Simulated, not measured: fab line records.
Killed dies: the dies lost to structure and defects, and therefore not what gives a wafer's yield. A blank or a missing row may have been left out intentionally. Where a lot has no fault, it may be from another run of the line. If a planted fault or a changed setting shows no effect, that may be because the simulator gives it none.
A struck lot beside a sound one | flow n5Finfet | 14 out of 1938 route steps
Sound: these wafers, L384.3, L384.4, L384.5. Struck: wafer L393.1 (L393.3, L393.4, from the same lot, were not struck and are left out); the cause is given at the end.
For every step that has rows: the tool of each side, followed by ch and its chambers, followed by its first start. Under that, the readings that differ: sound wafers | struck wafers | difference of the means | sigmas: that difference in standard deviations of wafers without a fault.
alike: words and numbers the same on both sides, and readings whose means are apart by under 2 such deviations; not compared: readings that were withheld, readings missing a value for some wafer, numbers with overlapping values and no deviation given by the record, and bounds like >300 which may hide the same value.
A row with sigmas, a row that says differs or no value, or rows on one side alone: a step with any of these is where the two part. Numbers that don't overlap but have no deviation are shown without sigmas and don't part them. A reading that every wafer of one side lacks parts them only if that side has two wafers or more.

first, 8 steps without rows for these wafers: N5_BEOL_M12_COAT_58 (time 60 s, resist thk 89 nm); N5_BEOL_M12_COAT_04 (resist thk 400 nm); N5_BEOL_M12_EBR_06; N5_BEOL_M12_SOFTBAKE_05 (time 60 s); N5_BEOL_M12_EXPOSE_07 (exposes mask V11); N5_BEOL_M12_PEB_08 (peb time 90 s); N5_BEOL_M12_DEVELOP_09 (develop time 45 s); N5_BEOL_M12_HARDBAKE_14 (time 120 s).
N5_BEOL_M12_CD_MEAS_10 targets a cd of 140 nm.
  sound on cdSem-02 ch 0, day 13 03:29; struck on cdSem-02 ch 0, day 15 20:35
  alike: cdNm
N5_BEOL_M12_OVL_MEAS_11:
  sound on overlay-02 ch 0, day 13 03:31; struck on overlay-02 ch 0, day 15 20:37
  alike: V11_OVL
N5_BEOL_M12_INSPECT_12: inspects for defects (macro).
  sound on defectInspect-01, day 13 03:32; struck on defectInspect-02, day 15 20:38
  alike: rawDefectCount
N5_BEOL_M12_DESCUM_15: chemistry O2, time 7.9 s.
  sound on rieDiel-05 ch 0,1,2, day 13 03:39; struck on rieDiel-06 ch 2, day 15 20:40
  alike: drypumpMotorCurrentA, oesProductAu, rfVppV, showerheadPlenumPTorr, throttleValvePct
  not compared: rfHoursCounterH
N5_BEOL_M12_ETCH_59: etches BARC in N2/H2, target depth 89 nm, overetch 26.7 nm, time 67.9 s.
  sound on rieDiel-05 ch 0,1,2, day 13 03:41; struck on rieDiel-06 ch 2, day 15 20:42
reading    | sound             | struck | difference | sigmas
biasW (W)  | 150.3 150.3 149.8 | 158.7  | +8.6       | +20
rfVppV (V) | 528.0 523.9 523.7 | 540.7  | +15.5      | +6
  alike: drypumpMotorCurrentA, oesProductAu, showerheadPlenumPTorr, throttleValvePct
  not compared: rfHoursCounterH
N5_BEOL_M12_VIA_ETCH_16: etches SiOC in C4F8/O2/Ar, target depth 724.8 nm.
  sound on rieDiel-05 ch 0,1,2, day 13 03:44; struck on rieDiel-06 ch 2, day 15 20:46
  alike: biasW, drypumpMotorCurrentA, mfcArSccm, oesProductAu, rfVppV, showerheadPlenumPTorr, throttleValvePct

== WHERE THEY PART ==
Within this record, at N5_BEOL_M12_ETCH_59 only. Later steps at which nothing parts them and some readings are alike: N5_BEOL_M12_VIA_ETCH_16.

WHY: whatever the simulator had introduced
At N5_BEOL_M12_ETCH_59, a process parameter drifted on rieDiel-06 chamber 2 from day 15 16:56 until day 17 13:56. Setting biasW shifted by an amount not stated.
